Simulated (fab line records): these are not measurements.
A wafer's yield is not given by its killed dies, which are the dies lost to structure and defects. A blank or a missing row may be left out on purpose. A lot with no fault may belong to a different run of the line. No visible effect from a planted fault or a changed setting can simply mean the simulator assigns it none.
Lot-split experiment | flow n5_finfet | 21 wafers read from 7 lots, route of 1938 steps

== ON THE SPLIT ==
At N5_MOL_CONTACT_COAG_CMP_23 (polishes, stops on SiO2, t overpolish 1.5 s, target thk 0 nm), the setting down_force_psi was moved away from the recipe's 2 psi on 5 of the 21 wafers read, by -17.4% to +20.5%. The other wafers ran this setting at the recipe's value.

== FROM THE SPLIT TO THE READING: what the file shows between them, 2 steps ==
- N5_MOL_CONTACT_COAG_CMP_28: polishes, stops on SiNx, t overpolish 0.85 s, target thk 14.522 nm (also split here: down_force_psi)
- N5_MOL_CONTACT_COAG_STRIP_96: strips in N2/H2 (also split here: power_w)

== THE READING ==
etch.depth_nm (the simulator's own value, which no gauge read), in nm, at N5_MOL_CONTACT_COAG_ETCH_47 (etches SiNx in CH3F/O2, stops on W, target depth 27 nm). No usual value for it is given in the file. The 16 wafers here that ran the recipe average 17.92 nm, standard deviation 0.11 nm.

wafer  | tool, chamber at the split | down_force_psi as run, psi | against the recipe | etch.depth_nm, nm | against lot-mates on the recipe
L077.4 | cmp-02, 0,2,3              | 2                          | recipe             | 17.83             | -
L077.5 | cmp-02, 0,2,3              | 2                          | recipe             | 17.72             | -
L077.6 | cmp-02, 0,2,3              | 2                          | recipe             | 17.8              | -
L082.2 | cmp-03, 1,1,2              | 2                          | recipe             | 18.03             | -
L082.5 | cmp-03, 1,1,2              | 2                          | recipe             | 18.06             | -
L082.6 | cmp-03, 1,1,2              | 2                          | recipe             | 18.01             | -
L085.3 | cmp-03, 1                  | 1.675                      | -16.2%             | 18.32             | +0.23
L085.4 | cmp-03, 3                  | 2                          | recipe             | 18.09             | -
L085.5 | cmp-03, 1                  | 1.675                      | -16.2%             | 18.17             | +0.08
L087.3 | cmp-02, 3                  | 2                          | recipe             | 17.8              | -
L087.4 | cmp-02, 0                  | 1.651                      | -17.4%             | 18.29             | +0.39
L087.6 | cmp-02, 3                  | 2                          | recipe             | 18                | -
L091.1 | cmp-03, 0,2                | 2                          | recipe             | 17.89             | -
L091.2 | cmp-03, 1                  | 2.41                       | +20.5%             | 17.42             | -0.50
L091.3 | cmp-03, 0,2                | 2                          | recipe             | 17.96             | -
L092.1 | cmp-02, 2,3,1              | 2                          | recipe             | 18.01             | -
L092.3 | cmp-02, 2,3,1              | 2                          | recipe             | 18.01             | -
L092.5 | cmp-02, 2,3,1              | 2                          | recipe             | 17.91             | -
L095.1 | cmp-03, 3,0                | 2                          | recipe             | 17.84             | -
L095.2 | cmp-03, 3,0                | 2                          | recipe             | 17.77             | -
L095.5 | cmp-03, 3                  | 1.801                      | -10.0%             | 18.03             | +0.23
Rows listing several chambers each stand for several wafers; the file does not say which wafer went through which chamber.

THE FIT
A straight line over all 21 wafers: etch.depth_nm changes by -0.0213 nm for each +1% of down_force_psi; r = -0.85; the points scatter about the line by 0.11 nm.
The same after taking each lot's own level away (the mean of its wafers on the recipe; 21 wafers): -0.0185 nm for each +1%; r = -0.89; scatter 0.076 nm.
On that fit, the largest move of down_force_psi shifts the reading by 0.38 nm.
From 17.783 to 18.090 nm: that is the span of the lots' own levels, equal to 2.7 times the standard deviation above.
So the lot-to-lot level changes the slope: the two fits differ.
Check: for one of the wafers moved furthest among these (+20.5%), held out of the fit, the line's prediction against its lot-mates is -0.307 nm. Against them it came out at -0.505 nm.

== THESE WAFERS: OTHER SPLITS ==
These wafers also went through other splits before the reading. Each is held against what the fit with the lots' levels taken away leaves over:
other split on the same wafers            | wafers away from the commonest value | r with etch.depth_nm (lot level and that fit taken away)
N5_SD_EPI_N_ETCH_45 target_depth_a        | 8                                    | -0.03
N5_SD_EPI_N_EPI_21 epi_growth_time_s      | 10                                   | +0.45
N5_SDB_CUT_ETCH_26 bias_w                 | as run: not given for these wafers   | -
N5_SDB_ALD_29 ald_cycles                  | 4                                    | +0.16
N5_HKMG_FIN_DESCUM_17 time_s              | 6                                    | -0.07
N5_HKMG_FIN_ETCH_35 source_w              | 7                                    | +0.36
N5_GATE_CUT_ALD_22 ald_cycles             | 7                                    | +0.08
N5_MOL_CONTACT_COAG_CMP_28 down_force_psi | 10                                   | +0.14
N5_MOL_CONTACT_COAG_STRIP_96 power_w      | 5                                    | -0.13

== THE WHOLE CHAIN: every reading that the file lists as answering this split, in the file's order ==
step                        | what it does                                                       | reading                                                                             | change (the file's fit)                | r (the file's)
N5_MOL_CONTACT_COAG_CMP_28  | polishes, stops on SiNx, t overpolish 0.85 s, target thk 14.522 nm | SiNx_of_GATE_CUT_SAC_CAP_01.thk_nm (the simulator's own value, which no gauge read) | -0.0205 nm for each +1% of the setting | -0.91
N5_MOL_CONTACT_COAG_ETCH_47 | etches SiNx in CH3F/O2, stops on W, target depth 27 nm             | MOL_CONTACT_COAG.feature_depth_nm (the simulator's own value, which no gauge read)  | -0.0205 nm for each +1% of the setting | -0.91
N5_MOL_CONTACT_COAG_ETCH_47 | etches SiNx in CH3F/O2, stops on W, target depth 27 nm             | etch.depth_nm (the simulator's own value, which no gauge read)                      | -0.02 nm for each +1% of the setting   | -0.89

== FILE'S OWN FIT ==
etch.depth_nm changes by -0.02 nm for each +1% of down_force_psi, r = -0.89.
